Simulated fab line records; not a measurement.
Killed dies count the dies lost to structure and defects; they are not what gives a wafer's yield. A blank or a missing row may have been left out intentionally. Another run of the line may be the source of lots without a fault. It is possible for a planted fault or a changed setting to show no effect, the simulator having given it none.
Chamber matching / flow n5-finfet / 4 sister chambers for N5_BEOL_M8_ETCH_72 on rie-diel-06
The step etches underlayer in N2/H2, target depth 6.5 nm, time 5.2 s. 4 wafers are shown with their chamber, then 12 later ones without.

== WAFERS, EACH WITH ITS CHAMBER ==
wafer=L087.4; chamber=0; showerhead-plenum-p-Torr (Torr)=2.70
wafer=L087.6; chamber=1; showerhead-plenum-p-Torr (Torr)=2.45
wafer=L089.5; chamber=3; showerhead-plenum-p-Torr (Torr)=2.65
wafer=L089.6; chamber=2; showerhead-plenum-p-Torr (Torr)=2.69

== WAFERS WITH NO CHAMBER GIVEN ==
wafer=L092.1; showerhead-plenum-p-Torr (Torr)=2.70
wafer=L092.3; showerhead-plenum-p-Torr (Torr)=2.44
wafer=L092.6; showerhead-plenum-p-Torr (Torr)=2.70
wafer=L096.1; showerhead-plenum-p-Torr (Torr)=2.44
wafer=L096.2; showerhead-plenum-p-Torr (Torr)=2.68
wafer=L096.3; showerhead-plenum-p-Torr (Torr)=2.64
wafer=L096.4; showerhead-plenum-p-Torr (Torr)=2.69
wafer=L096.5; showerhead-plenum-p-Torr (Torr)=2.44
wafer=L096.6; showerhead-plenum-p-Torr (Torr)=2.68
wafer=L097.1; showerhead-plenum-p-Torr (Torr)=2.64
wafer=L097.3; showerhead-plenum-p-Torr (Torr)=2.69
wafer=L097.5; showerhead-plenum-p-Torr (Torr)=2.68

== EACH ONE'S CHAMBER ==
wafer=L092.1; from the rows above=can't be placed: 0 or 2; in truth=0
wafer=L092.3; from the rows above=1; in truth=1
wafer=L092.6; from the rows above=can't be placed: 0 or 2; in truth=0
wafer=L096.1; from the rows above=1; in truth=1
wafer=L096.2; from the rows above=can't be placed: 2 or 0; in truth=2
wafer=L096.3; from the rows above=3; in truth=3
wafer=L096.4; from the rows above=can't be placed: 2 or 0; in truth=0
wafer=L096.5; from the rows above=1; in truth=1
wafer=L096.6; from the rows above=can't be placed: 2 or 0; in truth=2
wafer=L097.1; from the rows above=3; in truth=3
wafer=L097.3; from the rows above=can't be placed: 2 or 0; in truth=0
wafer=L097.5; from the rows above=can't be placed: 2 or 0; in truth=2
Correct placement for 5 of the 12. Cannot be placed on the basis of these rows: 7; the candidates contain the true chamber in 7. Number placed wrongly: 0.
How it was worked out, from the rows above alone: a wafer's distance from a chamber is the root of the sum, over the readings, of the square of ((its reading less the chamber's mean) divided by the reading's scatter). If the next closest chamber is less than 2 further off than the closest, the wafer can't be placed; otherwise it belongs to the closest. A chamber's mean is the mean of its shown wafers. The scatter (one wafer shown for each chamber): square how far every hidden wafer sits from the nearest shown wafer, average those squares and take the square root.
